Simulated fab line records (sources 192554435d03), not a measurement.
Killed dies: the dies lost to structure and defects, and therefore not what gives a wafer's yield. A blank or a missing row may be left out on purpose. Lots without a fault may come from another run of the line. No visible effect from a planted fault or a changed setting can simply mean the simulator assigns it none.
The tool behind it: which one? + flow n5_finfet + Sampling: 9 lots, 26 wafers, 8 of 1938 route steps

== WHAT EACH GAUGE READ, for each wafer ==
N5_STI_FIN_REVEAL_THK_MEAS_05.
| lot  | measured    | on            | thk_nm (nm)       |
|------|-------------|---------------|-------------------|
| L340 | day 2 10:53 | film_metro-01 | 128.6 131.8 130.2 |
| L342 | day 3 00:14 | film_metro-01 | 130.8 130.6 131.0 |
| L349 | day 4 15:49 | film_metro-02 | 132.7 130.6       |
| L354 | day 5 22:39 | film_metro-01 | 129.2 132.4 130.4 |
| L357 | day 6 14:47 | film_metro-02 | 130.7 130.4 131.9 |
| L358 | day 6 22:22 | film_metro-01 | 130.8 132.0 130.7 |
| L360 | day 7 10:52 | film_metro-02 | 134.2 130.6 132.8 |
| L361 | day 7 18:01 | film_metro-02 | 129.9 129.1 130.2 |
| L363 | day 8 06:02 | film_metro-02 | 132.5 131.8 132.8 |

N5_DUMMY_GATE_THK_MEAS_05.
| lot  | measured    | on            | thk_nm (nm)    |
|------|-------------|---------------|----------------|
| L340 | day 2 18:32 | film_metro-01 | 70.2 71.5 71.8 |
| L342 | day 3 08:02 | film_metro-02 | 75.1 72.0 74.1 |
| L349 | day 4 23:19 | film_metro-01 | 71.2 98.3      |
| L354 | day 6 08:37 | film_metro-02 | 71.8 70.6 71.6 |
| L357 | day 6 22:53 | film_metro-01 | 70.4 72.4 71.7 |
| L358 | day 7 07:03 | film_metro-02 | 70.7 72.0 70.7 |
| L360 | day 7 18:33 | film_metro-01 | 71.4 71.6 70.2 |
| L361 | day 8 01:40 | film_metro-02 | 73.8 72.0 72.9 |
| L363 | day 8 13:47 | film_metro-01 | 71.5 73.1 72.4 |

N5_DUMMY_GATE_CD_MEAS_15 targets a cd of 25.8 nm.
| lot  | measured    | on        | cd_nm (nm)        |
|------|-------------|-----------|-------------------|
| L340 | day 2 22:58 | cd_sem-01 | 25.06 24.73 25.39 |
| L342 | day 3 12:20 | cd_sem-01 | 25.05 25.10 25.19 |
| L349 | day 5 03:45 | cd_sem-01 | 24.88 24.71       |
| L354 | day 6 12:56 | cd_sem-03 | 25.13 24.89 24.79 |
| L357 | day 7 03:20 | cd_sem-03 | 24.78 24.89 25.16 |
| L358 | day 7 13:25 | cd_sem-01 | 25.17 24.51 24.61 |
| L360 | day 7 22:58 | cd_sem-01 | 24.97 24.68 24.74 |
| L361 | day 8 06:20 | cd_sem-03 | 25.16 24.87 25.08 |
| L363 | day 8 18:05 | cd_sem-01 | 25.17 25.19 25.15 |

N5_DUMMY_GATE_INSPECT_17: inspects for defects (brightfield).
| lot  | measured    | on                | raw_defect_count |
|------|-------------|-------------------|------------------|
| L340 | day 2 23:03 | defect_inspect-01 | 273 256 207      |
| L342 | day 3 12:26 | defect_inspect-01 | 134 90 128       |
| L349 | day 5 03:51 | defect_inspect-02 | 175 149          |
| L354 | day 6 13:02 | defect_inspect-01 | 147 219 229      |
| L357 | day 7 03:26 | defect_inspect-01 | 148 157 180      |
| L358 | day 7 13:31 | defect_inspect-01 | 154 90 120       |
| L360 | day 7 23:04 | defect_inspect-01 | 214 148 197      |
| L361 | day 8 06:26 | defect_inspect-01 | 170 302 200      |
| L363 | day 8 18:10 | defect_inspect-01 | 211 211 137      |

N5_SDB_THK_MEAS_31.
| lot  | measured    | on            | SDB_THK (nm)   |
|------|-------------|---------------|----------------|
| L340 | day 4 00:10 | film_metro-02 | 62.3 63.7 64.0 |
| L342 | day 4 11:59 | film_metro-02 | 67.4 64.2 66.4 |
| L349 | day 6 02:56 | film_metro-01 | 63.3 90.6      |
| L354 | day 7 12:13 | film_metro-01 | 64.0 62.8 63.8 |
| L357 | day 8 02:16 | film_metro-02 | 62.5 64.6 64.0 |
| L358 | day 8 14:14 | film_metro-01 | 63.0 64.1 63.0 |
| L360 | day 8 22:11 | film_metro-01 | 63.7 63.8 62.4 |
| L361 | day 9 05:53 | film_metro-01 | 66.1 64.2 65.1 |
| L363 | day 9 18:37 | film_metro-02 | 63.8 65.4 64.7 |

N5_BEOL_M4_RC_MEAS_101.
| lot  | measured     | on        | DIBL_N (mV/V)  | DIBL_P (mV/V)  | IOFF_N (nA/um) | IOFF_P (nA/um) | ION_N (uA/um) | ION_P (uA/um) | SS_N (mV/dec)  | SS_P (mV/dec)  | VT_N (mV)   | VT_P (mV)      |
|------|--------------|-----------|----------------|----------------|----------------|----------------|---------------|---------------|----------------|----------------|-------------|----------------|
| L340 | day 7 18:45  | prober-01 | 41.9 36.1 36.1 | 41.1 35.2 33.6 | 0.28 0.14 0.14 | 0.38 0.23 0.22 | 698 668 670   | 477 467 465   | 73.4 71.5 70.6 | 74.9 73.1 72.8 | 242 252 251 | -241 -250 -248 |
| L342 | day 8 02:01  | prober-01 | 34.4 34.8 34.3 | 34.2 34.2 33.2 | 0.14 0.14 0.13 | 0.20 0.21 0.19 | 661 662 651   | 462 463 459   | 71.1 71.2 71.4 | 72.6 72.7 72.0 | 253 250 252 | -250 -251 -251 |
| L349 | day 10 01:52 | prober-01 | 36.0 34.7      | 37.6 36.7      | 0.18 0.15      | 0.27 0.25      | 687 667       | 472 469       | 71.3 71.9      | 74.4 72.9      | 248 253     | -245 -248      |
| L354 | day 11 09:07 | prober-01 | 33.0 38.1 33.3 | 35.4 41.2 35.6 | 0.12 0.22 0.13 | 0.20 0.30 0.20 | 666 678 676   | 469 467 474   | 70.3 71.6 70.8 | 72.3 74.2 72.5 | 253 245 253 | -247 -243 -247 |
| L357 | day 12 05:34 | prober-01 | 35.5 35.1 36.5 | 34.5 34.3 35.4 | 0.11 0.11 0.13 | 0.19 0.18 0.20 | 657 652 674   | 458 457 470   | 70.7 71.2 70.9 | 72.7 72.9 73.4 | 256 258 254 | -251 -253 -252 |
| L358 | day 12 15:02 | prober-01 | 34.0 35.0 33.1 | 33.2 35.5 31.9 | 0.12 0.14 0.10 | 0.15 0.18 0.13 | 653 678 658   | 453 461 446   | 71.1 72.1 70.9 | 71.7 73.2 72.7 | 252 251 254 | -256 -251 -257 |
| L360 | day 12 17:15 | prober-02 | 36.9 36.6 36.6 | 37.6 37.1 38.0 | 0.16 0.15 0.18 | 0.23 0.23 0.25 | 681 660 686   | 467 459 473   | 71.5 71.2 71.6 | 73.4 73.1 74.0 | 251 251 247 | -247 -248 -245 |
| L361 | day 13 04:50 | prober-01 | 39.0 35.4 38.2 | 39.9 35.2 38.7 | 0.23 0.15 0.19 | 0.25 0.18 0.23 | 691 669 692   | 460 452 466   | 73.0 71.5 72.7 | 74.0 73.2 74.3 | 245 253 250 | -250 -254 -251 |
| L363 | day 13 22:22 | prober-02 | 37.7 33.0 34.5 | 39.1 32.4 34.2 | 0.19 0.10 0.13 | 0.27 0.17 0.19 | 683 649 669   | 477 458 467   | 71.8 69.8 71.2 | 73.7 72.1 73.2 | 248 256 253 | -245 -256 -251 |

== TOOL THAT RAN EACH LOT (tool first, then ch and the chambers of the sampled wafers, then the start) ==
| lot  | N5_DUMMY_GATE_CMP_04         | N5_DUMMY_GATE_ETCH_44           |
|------|------------------------------|---------------------------------|
| L340 | cmp-04 ch 0,2,3, day 2 18:20 | rie_si-06 ch 0,3, day 2 23:58   |
| L342 | cmp-01 ch 0,1,2, day 3 07:53 | rie_si-01 ch 2,3, day 3 13:17   |
| L349 | cmp-04 ch 1,2, day 4 23:04   | rie_si-01 ch 1,2, day 5 04:38   |
| L354 | cmp-01 ch 2,3, day 6 08:25   | rie_si-01 ch 0,1,3, day 6 14:08 |
| L357 | cmp-02 ch 0,2,3, day 6 22:43 | rie_si-01 ch 0,1,3, day 7 04:14 |
| L358 | cmp-04 ch 1,2,3, day 7 06:48 | rie_si-01 ch 0,1,2, day 7 14:19 |
| L360 | cmp-04 ch 0,1,3, day 7 18:19 | rie_si-01 ch 1,2,3, day 7 23:52 |
| L361 | cmp-01 ch 0,1,3, day 8 01:25 | rie_si-06 ch 1,2,3, day 8 07:23 |
| L363 | cmp-04 ch 0,2,3, day 8 13:36 | rie_si-01 ch 0,1,3, day 8 19:02 |
- N5_DUMMY_GATE_CMP_04: polishes a-Si.
- N5_DUMMY_GATE_ETCH_44: etches poly-Si in HBr/O2, stops on SiO2, target depth 127.5 nm.

== WHAT THE TOOLS THEMSELVES READ (means of the sampled wafers that have a number; where no wafer has one, the mark that the record gives instead) ==
N5_DUMMY_GATE_CMP_04.
| lot  | tool   | motor_current_A (A) | retaining_ring_pressure_frac | time_to_endpoint_s (s) |
|------|--------|---------------------|------------------------------|------------------------|
| L340 | cmp-04 | 10.6                | 1.002                        | 12                     |
| L342 | cmp-01 | 9.2                 | 1.004                        | 20                     |
| L349 | cmp-04 | 10.3                | 1.000                        | 14                     |
| L354 | cmp-01 | 9.2                 | 1.003                        | 16                     |
| L357 | cmp-02 | 10.7                | 0.999                        | 12                     |
| L358 | cmp-04 | 11.0                | 1.001                        | 11                     |
| L360 | cmp-04 | 11.0                | 0.999                        | 11                     |
| L361 | cmp-01 | 9.7                 | 1.000                        | 16                     |
| L363 | cmp-04 | 10.6                | 0.998                        | 14                     |

N5_DUMMY_GATE_ETCH_44.
| lot  | tool      | O2_flow_sccm (sccm) | bias_w (W) | drypump_motor_current_A (A) | oes_product_au (a.u.) | throttle_valve_pct (%) |
|------|-----------|---------------------|------------|-----------------------------|-----------------------|------------------------|
| L340 | rie_si-06 | 9.97                | 20.01      | 5.9                         | 0.727                 | 18.64                  |
| L342 | rie_si-01 | 9.99                | 19.96      | 5.5                         | 0.725                 | 18.45                  |
| L349 | rie_si-01 | 10.02               | 20.01      | 5.4                         | 0.782                 | 18.55                  |
| L354 | rie_si-01 | 10.00               | 19.99      | 6.1                         | 0.721                 | 18.56                  |
| L357 | rie_si-01 | 10.03               | 20.03      | 6.1                         | 0.726                 | 18.56                  |
| L358 | rie_si-01 | 9.98                | 19.98      | 5.7                         | 0.722                 | 18.56                  |
| L360 | rie_si-01 | 10.00               | 19.98      | 5.7                         | 0.727                 | 18.42                  |
| L361 | rie_si-06 | 10.00               | 20.00      | 6.0                         | 0.724                 | 18.56                  |
| L363 | rie_si-01 | 10.00               | 20.02      | 6.1                         | 0.730                 | 18.55                  |

== THE ANSWER, worked out from the rows above alone ==
Rule: usual is defined by the lots themselves. The widest of any qualifying gaps counts: lots, ordered by their means at a reading, are off when they make up no more than a third of the lots, leave a main group of 4 or more, and stand apart from it by 3 or more times the standard deviation of that group's means. Not used: any main group whose means are identical at the precision the tables above print for the reading. Also off: a lot with no number at a reading for which 4 or more lots have one. The other lots that the step has rows for count as sound. Order of review: gauges by route order, followed by the tools' own readings, for which a lot's mean as printed above is used. At the first step where some lot is off, the reading lying furthest off is the one used; lots without a number count as furthest.
Off at N5_DUMMY_GATE_THK_MEAS_05 (thk_nm): L349. The main group has a mean of 71.9 nm with a standard deviation of 0.93.
A tool fits if, at a process step before that reading, it ran every lot that is off, and no sound lot after the first of them. The gauges at N5_DUMMY_GATE_THK_MEAS_05 aren't tried: what is off there is off at N5_DUMMY_GATE_ETCH_44 too, on other tools, and a gauge's error can't cause that. Of those tried, none fits.

== WHAT THE SIMULATOR HAD PUT IN ==
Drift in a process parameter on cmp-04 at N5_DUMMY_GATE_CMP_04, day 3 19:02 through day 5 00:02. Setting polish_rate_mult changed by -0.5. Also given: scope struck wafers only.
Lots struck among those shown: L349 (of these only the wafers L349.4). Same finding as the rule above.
